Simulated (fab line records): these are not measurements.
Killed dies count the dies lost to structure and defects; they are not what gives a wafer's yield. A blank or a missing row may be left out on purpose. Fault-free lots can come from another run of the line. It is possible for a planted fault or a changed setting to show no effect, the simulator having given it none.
A lot that was struck, set against a sound lot -- flow n5 finfet -- 14 out of 1938 route steps
Sound: wafers L539.1, L539.4, L539.5. Struck: wafers L546.3, L546.4, L546.5. At the end, the cause is stated.
For every step that has rows: the tool of each side, followed by ch and its chambers, followed by its first start. Under that, the readings that differ: sound wafers -- struck wafers -- difference of the means -- sigmas: that difference in standard deviations of wafers without a fault.
alike: same words and numbers on both sides, and readings whose means sit less than 2 such deviations apart. not compared: any withheld reading, any reading some wafer has no value for, any bound like >300 that may hide the same value, and any number with overlapping values for which the record gives no deviation.
A row with sigmas, a row that says differs or no value, or rows on one side alone: a step with any of these is where the two part. Non-overlapping numbers with no deviation appear without sigmas and do not part them. A reading that every wafer of one side lacks parts them only if that side has two wafers or more.

first, 1 step without rows for these wafers: N5_BEOL_M9_STRIP_68 (strips in N2/H2).
N5_BEOL_M9_STRIP_67: strips in CF4.
  sound on rie diel-03 ch 0,1,3, day 12 20:20; struck on rie diel-03 ch 1,3, day 15 01:20
  alike: drypump motor current A, oes product au, rf vpp V, showerhead plenum p Torr, throttle valve pct
  not compared: rf hours counter h
N5_BEOL_M9_HM_OPEN_17: chemistry Cl2/BCl3, target TiN, target depth 20 nm, overetch 6 nm.
  sound on rie metal-03 ch 0,1, day 12 20:22; struck on rie metal-01 ch 0,1, day 15 01:25
  alike: drypump motor current A, oes product au, throttle valve pct
  not compared: rf hours counter h
N5_BEOL_M9_STRIP_19: strips in O2.
  sound on rie diel-01 ch 0,1,3, day 12 20:32; struck on rie diel-05 ch 1,2,3, day 15 01:29
  alike: drypump motor current A, o2 flow sccm, oes product au, rf vpp V, showerhead plenum p Torr, throttle valve pct
  not compared: rf hours counter h
N5_BEOL_M9_CD_MEAS_18: pitch 140 nm, target cd 70 nm.
  sound on cd sem-01 at day 12 20:37; struck on cd sem-01 at day 15 01:34
  alike: cd nm
then, 7 steps without rows for these wafers: N5_BEOL_M9_COAT_63 (time 60 s, resist thk 60 nm); N5_BEOL_M9_COAT_64 (time 60 s, resist thk 12 nm); N5_BEOL_M9_COAT_75 (time 60 s, resist thk 5 nm); N5_BEOL_M9_COAT_22 (resist thk 30 nm); N5_BEOL_M9_EBR_24; N5_BEOL_M9_SOFTBAKE_23 (time 60 s); N5_BEOL_M9_EXPOSE_25 (exposes mask V8).
N5_BEOL_M9_PEB_26: peb time 60 s.
  struck on litho track-03, day 15 02:04; sound on litho track-05 ch 0, day 12 21:53
  no value came back on the struck wafers for chill plate temp C (C), exhaust pa (Pa); on the sound wafers chill plate temp C (C) reads 23.02 23.09 23.16
then, 1 step without rows for these wafers: N5_BEOL_M9_DEVELOP_27 (develop time 30 s).

== WHERE THEY PART ==
N5_BEOL_M9_PEB_26 only, going by this record.

WHY: the cause the simulator had injected
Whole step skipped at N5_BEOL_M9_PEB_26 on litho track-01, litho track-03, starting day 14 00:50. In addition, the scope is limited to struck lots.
